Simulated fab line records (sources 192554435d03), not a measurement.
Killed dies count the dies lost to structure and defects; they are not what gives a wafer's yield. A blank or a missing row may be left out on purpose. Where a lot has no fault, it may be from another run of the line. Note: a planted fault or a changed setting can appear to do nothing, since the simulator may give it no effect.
A lot that was struck, set against a sound lot -- flow n5-finfet -- 17 steps out of a route of 1938
Sound: the wafers L849.1, L849.2, L849.3. Struck: wafer L861.4 (left out: L861.3, L861.5 of the same lot, which were not struck); the cause appears at the end.
Per side, at each step with rows, come the tool, then ch with its chambers, and then its first start. Under that, the readings that differ: sound wafers -- struck wafers -- difference of the means -- sigmas: that difference in standard deviations of wafers without a fault.
alike: readings with means less than 2 such deviations apart, plus words and numbers identical on both sides. not compared: withheld readings, readings lacking a value on some wafer, bounds such as >300 that could conceal the same value, and numbers that have no deviation in the record and whose values overlap.
A row with sigmas, a row that says differs or no value, or rows on one side alone: a step with any of these is where the two part. Numbers that don't overlap but have no deviation are shown without sigmas and don't part them. Lack of a reading on every wafer of one side parts them only where that side has two or more wafers.

first, 5 steps without rows for these wafers: N5_SD_EPI_N_EBR_05; N5_SD_EPI_N_SOFTBAKE_04 (time 60 s); N5_SD_EPI_N_EXPOSE_06 (exposes mask SD N BLK, target cd 120 nm); N5_SD_EPI_N_PEB_07 (peb time 60 s); N5_SD_EPI_N_DEVELOP_08 (develop time 30 s).
N5_SD_EPI_N_CD_MEAS_09 targets a cd of 120 nm.
  sound on cd-sem-03 ch 0, day 4 03:54; struck on cd-sem-02 ch 0, day 7 01:12
reading,sound,struck,difference,sigmas
cd-nm (nm),120.9 120.0 120.2,119.2,-1.2,-2
N5_SD_EPI_N_OVL_MEAS_10:
  sound on overlay-02 ch 0, day 4 03:56; struck on overlay-01 ch 0, day 7 01:14
  alike: SD_N_BLK_OVL
N5_SD_EPI_N_INSPECT_11: inspects for defects (macro).
  struck on defect-inspect-02, day 7 01:15; sound on defect-inspect-01, day 4 03:57
  alike: raw-defect-count
N5_SD_EPI_N_DESCUM_14: chemistry O2, time 7.9 s.
  sound on rie-diel-05 ch 1,2,3, day 4 04:02; struck on rie-diel-01 ch 2, day 7 01:17
reading,sound,struck,difference,sigmas
rf-hours-counter-h (h),156 202 149,61,-108,
  alike: drypump-motor-current-A, oes-product-au, rf-vpp-V, showerhead-plenum-p-Torr, throttle-valve-pct
N5_SD_EPI_N_ETCH_34: etches SiARC in CF4, target depth 45.5 nm, time 75.8 s.
  sound on rie-diel-05 ch 1,2,3, day 4 04:04; struck on rie-diel-01 ch 2, day 7 01:19
reading,sound,struck,difference,sigmas
rf-hours-counter-h (h),156 202 149,61,-108,
  alike: drypump-motor-current-A, etch-rf-on-time-s, oes-product-au, rf-vpp-V, showerhead-plenum-p-Torr, throttle-valve-pct
N5_SD_EPI_N_ETCH_35: etches SOC in N2/H2, overetch 108 nm, time 486 s.
  sound on rie-diel-05 ch 1,2,3, day 4 04:08; struck on rie-diel-01 ch 2, day 7 01:23
reading,sound,struck,difference,sigmas
rf-hours-counter-h (h),156 202 149,61,-108,
  alike: drypump-motor-current-A, n2-flow-sccm, oes-product-au, rf-vpp-V, showerhead-plenum-p-Torr, throttle-valve-pct
then, 1 step without rows for these wafers: N5_SD_EPI_N_STRIP_36 (strips in N2/H2).
N5_SD_EPI_N_ETCHBACK_44: etches SiNx in CH3F/O2, stops on SiO2, target depth 14.5 nm.
  sound on rie-diel-05 ch 1,2,3, day 4 04:27; struck on rie-diel-01 ch 2, day 7 01:42
reading,sound,struck,difference,sigmas
rf-hours-counter-h (h),156 202 149,61,-108,
rf-vpp-V (V),294.0 293.5 293.9,299.2,+5.4,+2
  alike: drypump-motor-current-A, oes_o_777_au, oes-product-au, showerhead-plenum-p-Torr, throttle-valve-pct
  not compared: model.SiARC_of_SD_EPI_N_COAT_33.thk-nm
N5_SD_EPI_N_ETCH_45: etches SiOCN in CH3F/O2, target depth 6 nm.
  sound on rie-diel-05 ch 1,2,3, day 4 04:33; struck on rie-diel-01 ch 2, day 7 01:48
reading,sound,struck,difference,sigmas
rf-hours-counter-h (h),156 202 149,61,-108,
  alike: drypump-motor-current-A, oes-product-au, rf-vpp-V, showerhead-plenum-p-Torr, throttle-valve-pct
N5_SD_EPI_N_ETCH_16: etches SiO2 in CHF3/O2, target depth 5 nm.
  sound on rie-diel-05 ch 1,2,3, day 4 04:39; struck on rie-diel-01 ch 2, day 7 01:54
reading,sound,struck,difference,sigmas
rf-hours-counter-h (h),156 202 149,61,-108,
rf-vpp-V (V),517 518 517,528,+11,+3
  alike: drypump-motor-current-A, oes_o_777_au, oes-product-au, showerhead-plenum-p-Torr, throttle-valve-pct
  not compared: model.SiARC_of_SD_EPI_N_COAT_33.thk-nm
then, 1 step without rows for these wafers: N5_SD_EPI_N_STRIP_47 (strips in CHF3/O2).
-- here the record skips 5 days between the struck wafers' starts before and after, leaving off in module SD_EPI_N and picking up in module BEOL_M4 (first step shown: number 1111 of the route) --
N5_BEOL_M4_RC_MEAS_101:
  sound on prober-02 ch 0, day 8 23:11; struck on prober-01 ch 0, day 11 23:05
reading,sound,struck,difference,sigmas
IOFF_P (nA/um),0.269 0.234 0.210,0.177,-0.061,-2
ION_N (uA/um),686 675 671,649,-28,-3
ION_P (uA/um),480 465 464,449,-21,-3
VT_N (mV),245.5 253.0 250.5,256.4,+6.7,+3
VT_P (mV),-243 -248 -248,-253,-7,-2
  alike: DIBL_N, DIBL_P, IOFF_N, SS_N, SS_P

## WHERE THEY PART
Earliest at N5_SD_EPI_N_CD_MEAS_09; latest, in this record, at N5_BEOL_M4_RC_MEAS_101.

WHY: what had been put in by the simulator
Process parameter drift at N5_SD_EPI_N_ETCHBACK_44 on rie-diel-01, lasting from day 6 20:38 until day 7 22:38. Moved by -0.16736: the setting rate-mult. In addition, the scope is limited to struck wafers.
